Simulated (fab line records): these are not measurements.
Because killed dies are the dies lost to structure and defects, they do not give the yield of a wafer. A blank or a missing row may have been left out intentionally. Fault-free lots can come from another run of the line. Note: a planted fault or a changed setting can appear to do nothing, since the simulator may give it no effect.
Code-filled problem report in 8D (eight disciplines) form :: flow n5 finfet :: the parts of the form that need people (team, actions taken, sign-off) are left out

== 1. THE ISSUE ==
At N5_FIN_SAQP_MANDREL1_REMOVE_56, oes product au averages 0.379 a.u. over 6 wafers from 2 lots, while fault-free wafers read 1.008 a.u., standard deviation 0.014. Measured from the usual mean, that is -45 standard deviations.
The step: chemistry HBr/Cl2/O2, target a-Si, stops on SiNx, bt time 10 s.
Seen first at day 4 01:28 on rie si-02, wafer L753.1. The record has a number at this step for 21 wafers belonging to 7 lots. Rule for "out" (also "out of limits"): further than 4 standard deviations from the usual mean. The other wafers with a number count as sound.

== 2. WHAT THIS IS AND IS NOT ==
question: which readings at this step
is: oes product au
is not: HBr_flow_sccm, bias w, drypump motor current A, throttle valve pct

question: which lots
is: L753, L754
is not: L762, L764, L766, L767, L768

question: which wafers of those lots
is: all that have a number
is not: -

question: read on which tools
is: rie si-01, rie si-02
is not: rie si-03

question: when
is: from day 4 01:28
is not: up to then (0 sound wafers); but 15 sound wafers of L762, L764, L766, L767, L768 came after

== 3. SUSPECTS, AND WHAT RULES EACH OUT ==
Counting: any tool at a process step up to the reading is kept as a suspect provided that every lot that is out went through it and no sound lot did after the first of them.
- rie si-06 at N5_PMOS_HMC_CHANNEL_EPI_FIN_RECESS_16 (chemistry HBr/Cl2, target Si, target depth 54 nm, time 18 s): ruled out as a lasting fault. After its first lot that is out, L753 (day 3 19:10), sound lots L768 ran on it.
- rie diel-04 at N5_FIN_SAQP_DESCUM_21 (chemistry O2, time 7.9 s): kept. It ran every lot that is out, first L753 (day 3 23:19), and no sound lot after that.
- rie diel-04 at N5_FIN_SAQP_SPACER1_ETCHBACK_25 (etches SiO2 in CHF3/O2, target depth 24.4 nm, time 12.2 s): ruled out as a lasting fault. After its first lot that is out, L753 (day 4 01:23), sound lots L762, L766, L767 ran on it.
Left after counting: rie diel-04 at N5_FIN_SAQP_DESCUM_21.

== 4. THE CAUSE (what the simulator had put in) ==
Whole step skipped at N5_FIN_SAQP_SPACER1_ETCHBACK_25 on rie diel-04, starting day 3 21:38. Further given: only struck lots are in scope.
Only this tool survived the counting.

== 5. THE CHAIN OF EFFECTS, in route order ==
Each row: a reading whose mean over the struck wafers that have a number lies more than 3 standard deviations from the usual. Only readings for which the record gives a usual standard deviation are gone through. hours: the time from each lot's start at the first step in this table that gives one to its start at this step, as a median over the lots. sigmas: the change in usual standard deviations.
hours: 0
step: N5_FIN_SAQP_MANDREL1_REMOVE_56
reading: oes product au
usual: 1.008 a.u.
on struck wafers: 0.379
change: -0.629
sigmas: -45

hours: 253
step: N5_PASSIVATION_PROBE_49
reading: defect limited yield
usual: 91.4 %
on struck wafers: 0.0
change: -91.4
sigmas: -65

hours: 253
step: N5_PASSIVATION_PROBE_49
reading: killed at front end
usual: 39
on struck wafers: 1111
change: +1072
sigmas: +99 or more

hours: 253
step: N5_PASSIVATION_PROBE_49
reading: killed dies
usual: 101
on struck wafers: 1180
change: +1079
sigmas: +67

hours: 253
step: N5_PASSIVATION_PROBE_49
reading: killed on rim
usual: 13
on struck wafers: 152
change: +139
sigmas: +36

hours: 253
step: N5_PASSIVATION_PROBE_49
reading: sort_bin_5_function
usual: 5.1 %
on struck wafers: 96.3
change: +91.2
sigmas: +99 or more

hours: 253
step: N5_PASSIVATION_PROBE_49
reading: sort n pass
usual: 1079
on struck wafers: 0
change: -1079
sigmas: -67

hours: 253
step: N5_PASSIVATION_PROBE_49
reading: sort yield pct
usual: 91.4 %
on struck wafers: 0.0
change: -91.4
sigmas: -65
Here are the process steps it includes:
- N5_FIN_SAQP_MANDREL1_REMOVE_56: chemistry HBr/Cl2/O2, target a-Si, stops on SiNx, bt time 10 s.
- N5_PASSIVATION_PROBE_49
Readings that are blank on the struck wafers while sound wafers have them: CHF3_flow_sccm at N5_FIN_SAQP_SPACER1_ETCHBACK_25; O2_flow_sccm at N5_FIN_SAQP_SPACER1_ETCHBACK_25; bias w at N5_FIN_SAQP_SPACER1_ETCHBACK_25; drypump motor current A at N5_FIN_SAQP_SPACER1_ETCHBACK_25; oes product au at N5_FIN_SAQP_SPACER1_ETCHBACK_25; rf vpp V at N5_FIN_SAQP_SPACER1_ETCHBACK_25; showerhead plenum p Torr at N5_FIN_SAQP_SPACER1_ETCHBACK_25; throttle valve pct at N5_FIN_SAQP_SPACER1_ETCHBACK_25; and 1 more.

== 6. HOW IT WOULD HAVE BEEN CAUGHT EARLIER ==
In this record the first reading out of limits was taken at day 4 01:28, 4 hours after the fault began at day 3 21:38.
At N5_FIN_SAQP_SPACER1_ETCHBACK_25 the tool's readings are blank on the struck wafers, where sound wafers have them: an empty tool record is the first sign, and it was there at once.
